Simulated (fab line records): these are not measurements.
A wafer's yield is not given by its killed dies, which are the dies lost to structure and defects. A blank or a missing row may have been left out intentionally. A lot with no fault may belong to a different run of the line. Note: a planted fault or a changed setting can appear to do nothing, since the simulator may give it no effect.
Which tool was responsible?    flow n5_finfet    24 lots with 72 wafers sampled at 5 steps, on a route of 1938 steps

== WHAT EACH GAUGE READ, for each wafer ==
N5_BEOL_M1_CD_MEAS_11: the cd target is 17.05 nm.
lot   measured      on         cd_nm (nm)
L074  day 6 06:29   cd_sem-01  16.97 16.79 16.92
L075  day 6 11:14   cd_sem-01  16.57 16.60 17.41
L076  day 6 14:43   cd_sem-01  17.12 16.93 16.70
L077  day 6 15:12   cd_sem-01  17.48 17.24 17.32
L078  day 7 04:22   cd_sem-03  17.26 17.26 17.22
L080  day 7 14:04   cd_sem-02  16.94 17.14 16.82
L079  day 7 14:32   cd_sem-01  17.01 17.31 17.43
L081  day 7 21:10   cd_sem-01  17.12 16.84 17.03
L082  day 8 01:01   cd_sem-03  16.97 17.24 16.55
L083  day 8 10:01   cd_sem-01  17.40 17.22 17.04
L084  day 8 12:11   cd_sem-01  17.28 16.94 17.20
L085  day 9 00:44   cd_sem-03  16.99 16.73 16.88
L086  day 9 06:49   cd_sem-02  16.78 17.21 17.31
L087  day 9 07:08   cd_sem-03  17.13 17.31 17.30
L089  day 10 03:59  cd_sem-01  16.87 17.11 17.54
L088  day 10 04:13  cd_sem-02  17.08 17.10 16.73
L090  day 10 04:25  cd_sem-01  17.02 16.93 17.45
L091  day 10 08:22  cd_sem-02  17.12 16.79 17.01
L092  day 10 18:44  cd_sem-03  17.25 17.15 16.98
L093  day 10 19:23  cd_sem-03  16.99 16.97 16.74
L094  day 11 03:41  cd_sem-02  17.17 16.72 16.85
L095  day 11 12:07  cd_sem-01  17.15 17.10 17.57
L096  day 11 13:09  cd_sem-02  17.10 17.01 17.04
L097  day 11 20:32  cd_sem-02  17.21 17.16 16.98

N5_BEOL_M1_INSPECT_13: inspects for defects (brightfield).
lot   measured      on                 raw_defect_count
L074  day 6 06:34   defect_inspect-02  323 357 347
L075  day 6 11:20   defect_inspect-02  432 474 411
L076  day 6 14:49   defect_inspect-02  371 336 399
L077  day 6 15:19   defect_inspect-02  463 318 310
L078  day 7 04:28   defect_inspect-02  265 402 330
L080  day 7 14:09   defect_inspect-02  584 695 524
L079  day 7 14:38   defect_inspect-01  279 380 318
L081  day 7 21:15   defect_inspect-01  446 336 321
L082  day 8 01:06   defect_inspect-01  605 327 529
L083  day 8 10:06   defect_inspect-01  564 501 555
L084  day 8 12:16   defect_inspect-01  384 288 346
L085  day 9 00:49   defect_inspect-02  401 503 477
L086  day 9 06:55   defect_inspect-02  536 510 473
L087  day 9 07:13   defect_inspect-02  653 797 661
L089  day 10 04:05  defect_inspect-02  342 398 329
L088  day 10 04:18  defect_inspect-02  687 608 429
L090  day 10 04:30  defect_inspect-02  467 674 446
L091  day 10 08:27  defect_inspect-02  518 444 470
L092  day 10 18:49  defect_inspect-02  517 693 515
L093  day 10 19:29  defect_inspect-01  369 425 384
L094  day 11 03:47  defect_inspect-02  502 529 578
L095  day 11 12:13  defect_inspect-01  608 471 456
L096  day 11 13:14  defect_inspect-01  491 389 342
L097  day 11 20:37  defect_inspect-02  388 386 436

N5_BEOL_M1_OCD_MEAS_38.
lot   measured      on      trench_depth_nm (nm)
L074  day 6 10:40   ocd-01  54.3 53.7 54.3
L075  day 6 14:25   ocd-01  54.7 56.3 57.2
L076  day 6 18:32   ocd-02  55.1 54.6 56.3
L077  day 6 18:38   ocd-01  55.1 53.3 53.9
L078  day 7 09:31   ocd-01  55.0 55.0 55.6
L080  day 7 17:43   ocd-01  53.7 55.7 55.6
L079  day 7 22:29   ocd-02  55.3 55.9 54.1
L081  day 7 23:52   ocd-01  55.2 56.1 57.0
L082  day 8 03:49   ocd-02  54.0 54.8 54.7
L083  day 9 06:23   ocd-02  55.4 56.5 54.6
L084  day 9 06:26   ocd-01  56.1 56.4 55.6
L085  day 9 14:36   ocd-01  53.9 53.9 53.7
L086  day 10 04:28  ocd-02  55.4 55.5 55.9
L087  day 10 07:23  ocd-01  56.6 54.9 55.4
L089  day 10 08:04  ocd-02  54.4 54.5 54.6
L088  day 10 08:09  ocd-02  54.9 53.9 55.4
L090  day 10 08:16  ocd-01  56.7 54.5 54.6
L091  day 10 11:59  ocd-02  55.4 55.3 55.4
L092  day 10 22:13  ocd-02  54.9 56.8 55.5
L093  day 10 23:04  ocd-02  56.1 53.9 54.8
L094  day 11 14:53  ocd-01  57.2 55.3 55.1
L095  day 11 16:36  ocd-01  55.9 54.6 55.9
L096  day 11 19:55  ocd-01  55.6 54.5 54.0
L097  day 11 23:31  ocd-02  56.0 53.8 54.7

== WHAT TOOL EACH LOT RAN ON (gives the tool, then ch and the chambers of the sampled wafers, and finally the start) ==
lot   N5_BEOL_M1_ILD_DEP_00            N5_BEOL_M1_DESCUM_33
L074  pecvd-04 ch 1,2, day 6 04:42     rie_diel-01 ch 1,2,3, day 6 07:30
L075  pecvd-04 ch 0,2, day 6 09:43     rie_diel-02 ch 1,2,3, day 6 12:35
L076  pecvd-01 ch 0,2, day 6 13:07     rie_diel-05 ch 1,3, day 6 15:45
L077  pecvd-01 ch 0,1,2, day 6 13:58   rie_diel-02 ch 1,2,3, day 6 16:20
L078  pecvd-01 ch 1,2, day 7 02:13     rie_diel-05 ch 0,2,3, day 7 05:29
L080  pecvd-01 ch 1,2, day 7 11:42     rie_diel-02 ch 1,2,3, day 7 15:24
L079  pecvd-02 ch 0,2, day 7 13:50     rie_diel-01 ch 0,2,3, day 7 15:39
L081  pecvd-02 ch 0,1, day 7 18:20     rie_diel-01 ch 0,3, day 7 22:10
L082  pecvd-04 ch 0,2, day 8 00:20     rie_diel-01 ch 1,3, day 8 02:01
L083  pecvd-01 ch 1,2, day 8 08:49     rie_diel-02 ch 0,1,3, day 8 11:26
L084  pecvd-02 ch 0,1,2, day 8 10:03   rie_diel-01 ch 1,3, day 8 13:34
L085  pecvd-04 ch 1,2, day 8 22:31     rie_diel-05 ch 0,2,3, day 9 01:53
L086  pecvd-01 ch 0,2, day 9 03:58     rie_diel-01 ch 0,2, day 9 08:40
L087  pecvd-02 ch 1,2, day 9 04:40     rie_diel-05 ch 1,2, day 9 09:13
L089  pecvd-02 ch 0,1, day 10 01:02    rie_diel-01 ch 0,2, day 10 05:16
L088  pecvd-02 ch 0,1, day 10 01:25    rie_diel-01 ch 1,2, day 10 05:22
L090  pecvd-02 ch 0,1, day 10 01:40    rie_diel-01 ch 2,3, day 10 05:34
L091  pecvd-01 ch 1,2, day 10 07:43    rie_diel-05 ch 0,2,3, day 10 09:21
L092  pecvd-02 ch 0,1, day 10 16:13    rie_diel-01 ch 0,1,3, day 10 19:56
L093  pecvd-01 ch 0,1,2, day 10 17:52  rie_diel-02 ch 0,1,2, day 10 20:40
L094  pecvd-02 ch 0,1, day 11 01:09    rie_diel-05 ch 0,2, day 11 04:46
L095  pecvd-02 ch 1,2, day 11 10:05    rie_diel-01 ch 0,1, day 11 13:19
L096  pecvd-01 ch 0,1, day 11 12:16    rie_diel-05 ch 0,2, day 11 14:10
L097  pecvd-01 ch 0,1,2, day 11 18:56  rie_diel-05 ch 0,1,2, day 11 21:31
- N5_BEOL_M1_ILD_DEP_00: deposits SiOC from DEMS/O2, target thk 79 nm, time 15.3 s.
- N5_BEOL_M1_DESCUM_33: chemistry O2, time 7 s.

== WHAT THE TOOLS THEMSELVES READ (means of the sampled wafers that have a number; where no wafer has one, the mark that the record gives instead) ==
N5_BEOL_M1_ILD_DEP_00.
lot   tool      heater_power_w (W)  showerhead_plenum_p_Torr (Torr)  throttle_valve_pct (%)
L074  pecvd-04  441                 5.693                            12.2
L075  pecvd-04  429                 5.708                            11.1
L076  pecvd-01  566                 5.709                            11.1
L077  pecvd-01  534                 5.700                            11.5
L078  pecvd-01  580                 5.697                            11.4
L080  pecvd-01  609                 5.698                            11.6
L079  pecvd-02  568                 5.676                            11.8
L081  pecvd-02  457                 5.677                            11.4
L082  pecvd-04  496                 5.715                            11.0
L083  pecvd-01  569                 5.695                            11.6
L084  pecvd-02  555                 5.684                            11.9
L085  pecvd-04  456                 5.707                            11.9
L086  pecvd-01  565                 5.704                            11.2
L087  pecvd-02  581                 5.683                            12.6
L089  pecvd-02  499                 5.683                            11.9
L088  pecvd-02  475                 5.682                            11.7
L090  pecvd-02  549                 5.678                            11.3
L091  pecvd-01  581                 5.697                            11.6
L092  pecvd-02  503                 5.687                            11.5
L093  pecvd-01  525                 5.706                            11.7
L094  pecvd-02  511                 5.680                            11.4
L095  pecvd-02  620                 5.680                            11.8
L096  pecvd-01  511                 5.708                            11.6
L097  pecvd-01  553                 5.704                            11.4

N5_BEOL_M1_DESCUM_33.
lot   tool         drypump_motor_current_A (A)  oes_product_au (a.u.)  rf_vpp_V (V)  showerhead_plenum_p_Torr (Torr)  throttle_valve_pct (%)
L074  rie_diel-01  5.8                          0.77                   243.0         2.09                             20.65
L075  rie_diel-02  6.0                          0.77                   244.7         2.15                             20.34
L076  rie_diel-05  5.9                          0.72                   243.2         2.14                             20.56
L077  rie_diel-02  6.1                          0.77                   244.3         2.15                             20.34
L078  rie_diel-05  5.6                          0.72                   243.3         2.11                             20.50
L080  rie_diel-02  6.1                          0.86                   243.7         2.15                             20.25
L079  rie_diel-01  6.0                          0.82                   243.5         2.07                             20.51
L081  rie_diel-01  6.1                          0.87                   243.3         2.12                             20.46
L082  rie_diel-01  5.8                          0.75                   244.2         2.15                             20.77
L083  rie_diel-02  5.8                          0.88                   244.3         2.18                             20.44
L084  rie_diel-01  5.8                          0.80                   245.0         2.13                             20.58
L085  rie_diel-05  5.6                          0.70                   243.7         2.10                             20.52
L086  rie_diel-01  6.1                          0.90                   243.9         2.15                             20.44
L087  rie_diel-05  5.7                          0.74                   242.8         2.05                             20.37
L089  rie_diel-01  6.0                          0.93                   244.2         2.19                             20.36
L088  rie_diel-01  5.8                          0.98                   244.9         2.20                             20.34
L090  rie_diel-01  5.8                          0.88                   244.5         2.15                             20.35
L091  rie_diel-05  5.6                          0.69                   243.4         2.10                             20.53
L092  rie_diel-01  6.0                          0.87                   243.8         2.12                             20.50
L093  rie_diel-02  5.8                          0.78                   243.5         2.11                             20.43
L094  rie_diel-05  5.7                          0.70                   243.0         2.10                             20.48
L095  rie_diel-01  6.0                          0.89                   243.9         2.14                             20.53
L096  rie_diel-05  5.7                          0.70                   243.1         2.10                             20.48
L097  rie_diel-05  5.7                          0.72                   243.4         2.08                             20.45

== THE ANSWER, worked out from the rows above alone ==
Rule: the lots themselves supply what counts as usual. Put in order of their means at a reading, lots are off if they are a third of the lots or fewer, leave a main group of 4 or more, and stand apart from it by a gap of 3 or more times the standard deviation of the main group's means; of several such gaps the widest counts. A main group whose means are all the same, to the digits that the tables above print for the reading, isn't used. Also off: a lot with no number at a reading for which 4 or more lots have one. Where the step has rows for the other lots, those lots are counted as sound. After the gauges, taken in route order, come the tools' own readings; for these a lot's mean is taken, as printed above. At the first step where some lot is off, the reading lying furthest off is the one used; lots without a number count as furthest.
None of the lots is off at any reading shown; this tells nothing.

== WHAT WAS PUT IN BY THE SIMULATOR ==
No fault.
